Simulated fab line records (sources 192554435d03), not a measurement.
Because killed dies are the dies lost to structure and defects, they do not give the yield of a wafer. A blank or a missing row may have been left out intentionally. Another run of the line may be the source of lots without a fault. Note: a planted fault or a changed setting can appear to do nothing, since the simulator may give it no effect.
Which tool was responsible? / flow n5_finfet / 33 wafers from 11 lots sampled at 3 of the route's 1938 steps

## WHAT EACH GAUGE READ, for each wafer
N5_PASSIVATION_OVL_MEAS_63.
lot=L287; measured=day 13 19:47; on=overlay-02; PAD_OVL (nm)=2 4 5
lot=L288; measured=day 13 21:32; on=overlay-02; PAD_OVL (nm)=-9 -6 -3
lot=L290; measured=day 14 14:13; on=overlay-01; PAD_OVL (nm)=-9 -9 -6
lot=L289; measured=day 14 14:02; on=overlay-02; PAD_OVL (nm)=2 1 6
lot=L293; measured=day 14 18:47; on=overlay-01; PAD_OVL (nm)=-12 -5 -9
lot=L291; measured=day 14 18:26; on=overlay-01; PAD_OVL (nm)=1 -9 -4
lot=L292; measured=day 14 19:37; on=overlay-01; PAD_OVL (nm)=-11 -6 -12
lot=L295; measured=day 15 14:05; on=overlay-01; PAD_OVL (nm)=-4 -6 0
lot=L294; measured=day 15 21:45; on=overlay-01; PAD_OVL (nm)=-2 -3 -1
lot=L299; measured=day 17 01:46; on=overlay-01; PAD_OVL (nm)=-5 -1 -5
lot=L298; measured=day 17 02:46; on=overlay-02; PAD_OVL (nm)=-7 -3 0

## TOOL THAT RAN EACH LOT (tool first, then ch and the chambers of the sampled wafers, then the start)
lot=L287; N5_BEOL_M15_ECD_47=ecd_cu-02 ch 0,1, day 13 10:58; N5_PASSIVATION_PASS_ETCH_74=rie_diel-06 ch 1,2, day 13 18:08
lot=L288; N5_BEOL_M15_ECD_47=ecd_cu-01 ch 0,1, day 13 11:07; N5_PASSIVATION_PASS_ETCH_74=rie_diel-03 ch 0,1, day 13 18:35
lot=L290; N5_BEOL_M15_ECD_47=ecd_cu-02 ch 0,1, day 14 02:24; N5_PASSIVATION_PASS_ETCH_74=rie_diel-03 ch 2,3, day 14 12:11
lot=L289; N5_BEOL_M15_ECD_47=ecd_cu-02 ch 0,1, day 14 03:04; N5_PASSIVATION_PASS_ETCH_74=rie_diel-06 ch 0,3, day 14 12:07
lot=L293; N5_BEOL_M15_ECD_47=ecd_cu-02 ch 0,1, day 14 08:40; N5_PASSIVATION_PASS_ETCH_74=rie_diel-03 ch 0,2,3, day 14 17:10
lot=L291; N5_BEOL_M15_ECD_47=ecd_cu-02 ch 0,1, day 14 09:17; N5_PASSIVATION_PASS_ETCH_74=rie_diel-06 ch 2,3, day 14 16:53
lot=L292; N5_BEOL_M15_ECD_47=ecd_cu-02 ch 0,1, day 14 09:44; N5_PASSIVATION_PASS_ETCH_74=rie_diel-01 ch 0,1, day 14 18:02
lot=L295; N5_BEOL_M15_ECD_47=ecd_cu-01 ch 0,1, day 15 04:23; N5_PASSIVATION_PASS_ETCH_74=rie_diel-01 ch 0,1, day 15 12:33
lot=L294; N5_BEOL_M15_ECD_47=ecd_cu-02 ch 0,1, day 15 10:20; N5_PASSIVATION_PASS_ETCH_74=rie_diel-01 ch 0,1,2, day 15 20:01
lot=L299; N5_BEOL_M15_ECD_47=ecd_cu-01 ch 0,1, day 16 11:59; N5_PASSIVATION_PASS_ETCH_74=rie_diel-06 ch 0,1,2, day 16 19:48
lot=L298; N5_BEOL_M15_ECD_47=ecd_cu-01 ch 0, day 16 13:31; N5_PASSIVATION_PASS_ETCH_74=rie_diel-06 ch 0,1,2, day 17 01:20
- N5_BEOL_M15_ECD_47: material Cu, target thk 1860 nm.
- N5_PASSIVATION_PASS_ETCH_74: etches SiNx in CF4/O2, target depth 220 nm, time 110 s.

## AS READ BY THE TOOLS THEMSELVES (means over the sampled wafers that have a number; for cases with no such wafer, the mark the record gives instead)
N5_PASSIVATION_PASS_ETCH_74.
lot=L287; tool=rie_diel-06; drypump_motor_current_A (A)=5.0; oes_product_au (a.u.)=0.80; rf_vpp_V (V)=240; showerhead_plenum_p_Torr (Torr)=2.15; throttle_valve_pct (%)=15.73
lot=L288; tool=rie_diel-03; drypump_motor_current_A (A)=6.2; oes_product_au (a.u.)=0.88; rf_vpp_V (V)=245; showerhead_plenum_p_Torr (Torr)=2.24; throttle_valve_pct (%)=15.61
lot=L290; tool=rie_diel-03; drypump_motor_current_A (A)=5.8; oes_product_au (a.u.)=0.95; rf_vpp_V (V)=240; showerhead_plenum_p_Torr (Torr)=2.22; throttle_valve_pct (%)=15.86
lot=L289; tool=rie_diel-06; drypump_motor_current_A (A)=6.0; oes_product_au (a.u.)=0.73; rf_vpp_V (V)=245; showerhead_plenum_p_Torr (Torr)=2.16; throttle_valve_pct (%)=16.17
lot=L293; tool=rie_diel-03; drypump_motor_current_A (A)=6.2; oes_product_au (a.u.)=0.92; rf_vpp_V (V)=241; showerhead_plenum_p_Torr (Torr)=2.22; throttle_valve_pct (%)=15.76
lot=L291; tool=rie_diel-06; drypump_motor_current_A (A)=5.2; oes_product_au (a.u.)=0.81; rf_vpp_V (V)=247; showerhead_plenum_p_Torr (Torr)=2.19; throttle_valve_pct (%)=15.70
lot=L292; tool=rie_diel-01; drypump_motor_current_A (A)=5.1; oes_product_au (a.u.)=0.72; rf_vpp_V (V)=237; showerhead_plenum_p_Torr (Torr)=2.22; throttle_valve_pct (%)=16.28
lot=L295; tool=rie_diel-01; drypump_motor_current_A (A)=4.9; oes_product_au (a.u.)=0.70; rf_vpp_V (V)=237; showerhead_plenum_p_Torr (Torr)=2.23; throttle_valve_pct (%)=16.19
lot=L294; tool=rie_diel-01; drypump_motor_current_A (A)=5.4; oes_product_au (a.u.)=0.73; rf_vpp_V (V)=236; showerhead_plenum_p_Torr (Torr)=2.23; throttle_valve_pct (%)=16.22
lot=L299; tool=rie_diel-06; drypump_motor_current_A (A)=5.4; oes_product_au (a.u.)=0.82; rf_vpp_V (V)=239; showerhead_plenum_p_Torr (Torr)=2.13; throttle_valve_pct (%)=15.86
lot=L298; tool=rie_diel-06; drypump_motor_current_A (A)=5.4; oes_product_au (a.u.)=0.82; rf_vpp_V (V)=239; showerhead_plenum_p_Torr (Torr)=2.13; throttle_valve_pct (%)=15.85

## THE ANSWER, worked out from the rows above alone
Rule: usual is defined by the lots themselves. The widest of any qualifying gaps counts: lots, ordered by their means at a reading, are off when they make up no more than a third of the lots, leave a main group of 4 or more, and stand apart from it by 3 or more times the standard deviation of that group's means. If all means in a main group match to the digits the tables above print for the reading, that group is not used. A lot without any number at a reading at which 4 lots or more have one is off too. The other lots that the step has rows for count as sound. The gauges are gone through in route order, then the tools' own readings, and for those a lot's mean is taken as printed above. At the first step where some lot is off, the reading lying furthest off is the one used; lots without a number count as furthest.
Across all readings shown, no lot is off: no conclusion can be drawn from this.

## WHAT THE SIMULATOR HAD PUT IN
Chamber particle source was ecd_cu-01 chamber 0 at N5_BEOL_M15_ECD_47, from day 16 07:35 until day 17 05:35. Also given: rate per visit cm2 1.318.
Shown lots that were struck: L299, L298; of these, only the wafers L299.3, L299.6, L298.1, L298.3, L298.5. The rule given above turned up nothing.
